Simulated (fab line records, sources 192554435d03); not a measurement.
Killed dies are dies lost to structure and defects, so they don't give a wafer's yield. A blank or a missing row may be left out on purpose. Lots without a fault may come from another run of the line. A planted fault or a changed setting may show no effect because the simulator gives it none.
Chamber matching | flow n5_finfet | N5_BEOL_M15_ETCH_61 on rie_diel-06: 4 sister chambers
The step etches BARC in N2/H2, target depth 89 nm, overetch 26.7 nm, time 67.9 s. 8 wafers are shown with their chamber, then 7 later ones without.

WAFERS WITH THEIR CHAMBER
wafer  | chamber | showerhead_plenum_p_Torr (Torr) | throttle_valve_pct (%)
L078.5 | 3       | 2.46                            | 17.98
L080.5 | 2       | 2.70                            | 17.66
L080.6 | 1       | 2.65                            | 18.56
L083.1 | 0       | 2.59                            | 18.03
L083.4 | 3       | 2.46                            | 18.02
L083.5 | 0       | 2.59                            | 18.03
L086.1 | 1       | 2.64                            | 18.57
L086.3 | 2       | 2.69                            | 17.69

WAFERS WITHOUT THEIR CHAMBER
wafer  | showerhead_plenum_p_Torr (Torr) | throttle_valve_pct (%)
L086.5 | 2.64                            | 18.58
L081.1 | 2.58                            | 18.04
L081.3 | 2.64                            | 18.58
L081.4 | 2.69                            | 17.70
L088.1 | 2.45                            | 18.02
L088.2 | 2.69                            | 17.71
L088.5 | 2.45                            | 18.04

WHICH CHAMBER EACH WENT THROUGH
wafer  | from the rows above | in truth
L086.5 | 1                   | 1
L081.1 | 0                   | 0
L081.3 | 1                   | 1
L081.4 | 2                   | 2
L088.1 | 3                   | 3
L088.2 | 2                   | 2
L088.5 | 3                   | 3
Placed correctly: 7 of 7. Can't be placed from these rows: 0. Placed wrongly: 0.
How it was worked out, from the rows above alone: a wafer's distance from a chamber is the root of the sum, over the readings, of the square of ((its reading less the chamber's mean) divided by the reading's scatter). The wafer belongs to the nearest chamber; if the next one is less than 2 further off, it can't be placed. A chamber's mean is the mean of its shown wafers. The scatter: the root of (the sum of the squares of (reading less its chamber's mean) over the shown wafers, divided by (wafers less chambers)).
